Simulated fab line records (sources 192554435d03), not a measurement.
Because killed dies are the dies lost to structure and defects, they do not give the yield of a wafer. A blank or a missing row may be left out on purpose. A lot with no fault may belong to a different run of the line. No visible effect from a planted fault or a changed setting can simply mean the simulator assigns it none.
8D (eight disciplines) problem report, filled in by code + flow n5Finfet + the parts of the form that need people (team, actions taken, sign-off) are left out

== 1. PROBLEM STATEMENT ==
A mean of 134 is read at N5_PASSIVATION_PROBE_49 for killed_at_M4_up, taken on 1 wafer of 1 lot, against 14 (standard deviation 5.2) on wafers free of any fault. That is +23 standard deviations from the usual mean.
First observed at day 18 06:14: wafer L989.4, on prober-02. The record holds 36 wafers of 12 lots with a number at this step. By rule, "out" or "out of limits" means more than 4 standard deviations away from the usual mean. The rest of the wafers with a number are treated as sound.

== 2. WHAT IT IS, AND WHAT IT ISN'T ==
| question                    | is                                                                                            | is not                                                                                                            |
|-----------------------------|-----------------------------------------------------------------------------------------------|-------------------------------------------------------------------------------------------------------------------|
| which readings at this step | killed_at_M4_up, defectLimitedYield, killedDies, sort_bin_5_function, sortNPass, sortYieldPct | killed_at_M0_to_M3, killedAtContacts, killedAtFrontEnd, killedAtOther, killedOpen, killedShort, sort_bin_6_memory |
| which lots                  | L989                                                                                          | L971, L974, L975, L976, L977, L978, L979, L980, L982, L991, L992                                                  |
| which wafers of those lots  | L989.4                                                                                        | L989.3, L989.6                                                                                                    |
| read on which tools         | prober-02                                                                                     | prober-01                                                                                                         |
| when                        | from day 18 06:14                                                                             | up to then (28 sound wafers); but 7 sound wafers of L989, L991, L992 came after                                   |

== 3. WHAT RULES OUT EACH SUSPECT ==
Counting: if a tool at a process step up to the reading ran every lot that is out, it stays a suspect. Sound lots after the first of them don't rule it out here, since some wafers of a struck lot are sound.
- pvdSputter-01 at N5_BEOL_M6_SPUTTER_48 (material Cu, target thk 10 nm, time 1.667 s): kept. The lot that is out, L989, ran on it at day 14 14:48; the last sound lot it ran before that was L979, at day 13 01:54.
- rieMetal-02 at N5_PASSIVATION_AL_ETCH_33 (etches Al in Cl2/BCl3, stops on TaN, target depth 2800 nm, time 466.7 s): kept. The lot that is out, L989, ran on it at day 18 01:28; the last sound lot it ran before that was L982, at day 16 14:46.
- prober-02 at N5_PASSIVATION_PROBE_49: kept. The lot that is out, L989, ran on it at day 18 06:11; the last sound lot it ran before that was L982, at day 16 19:35. Its own readings are out on those wafers: defectLimitedYield, killed_at_M4_up, killedDies, sort_bin_5_function, sortNPass, sortYieldPct.
pvdSputter-01 at N5_BEOL_M6_SPUTTER_48, rieMetal-02 at N5_PASSIVATION_AL_ETCH_33 and prober-02 at N5_PASSIVATION_PROBE_49 are what is left after counting.

== 4. THE CAUSE (what the simulator had put in) ==
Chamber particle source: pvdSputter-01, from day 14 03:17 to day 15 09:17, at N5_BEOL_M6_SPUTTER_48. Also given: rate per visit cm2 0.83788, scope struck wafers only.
Of the 3 suspects that counting leaves, this tool is one.

== 5. THE CHAIN OF EFFECTS, in route order ==
Rows list readings where the struck wafers' mean (over those with a number) sits beyond 3 standard deviations from the usual. Scope: only readings with a usual standard deviation given in the record; hours: median across lots of the time from each lot's start at the first step in this table that gives one to its start at this step; sigmas: change in usual standard deviations.
| hours | step                    | reading             | usual  | on struck wafers | change | sigmas |
|-------|-------------------------|---------------------|--------|------------------|--------|--------|
| 0     | N5_PASSIVATION_PROBE_49 | defectLimitedYield  | 91.2 % | 81.7             | -9.5   | -6.8   |
| 0     | N5_PASSIVATION_PROBE_49 | killed_at_M4_up     | 14     | 134              | +120   | +23    |
| 0     | N5_PASSIVATION_PROBE_49 | killedDies          | 104    | 216              | +112   | +6.6   |
| 0     | N5_PASSIVATION_PROBE_49 | sort_bin_5_function | 5.3 %  | 12.1             | +6.8   | +7.6   |
| 0     | N5_PASSIVATION_PROBE_49 | sortNPass           | 1076   | 964              | -112   | -6.6   |
| 0     | N5_PASSIVATION_PROBE_49 | sortYieldPct        | 91.2 % | 81.7             | -9.5   | -6.8   |
Here are the process steps it includes:
- N5_PASSIVATION_PROBE_49

== 6. HOW IT WOULD HAVE BEEN CAUGHT EARLIER ==
In this record no reading fell out of limits until day 18 06:14, 99 hours after the fault had begun at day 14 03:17.
Of the tool readings at N5_BEOL_M6_SPUTTER_48 for which the record gives a usual standard deviation, none was out on any struck wafer, so an alarm limit of 4 standard deviations on them would not have fired.
By day 18 06:14 the whole set of lots that are out, 1 in number, had already begun N5_BEOL_M6_SPUTTER_48 on pvdSputter-01. A hold on the tool at that time would have spared none of them.
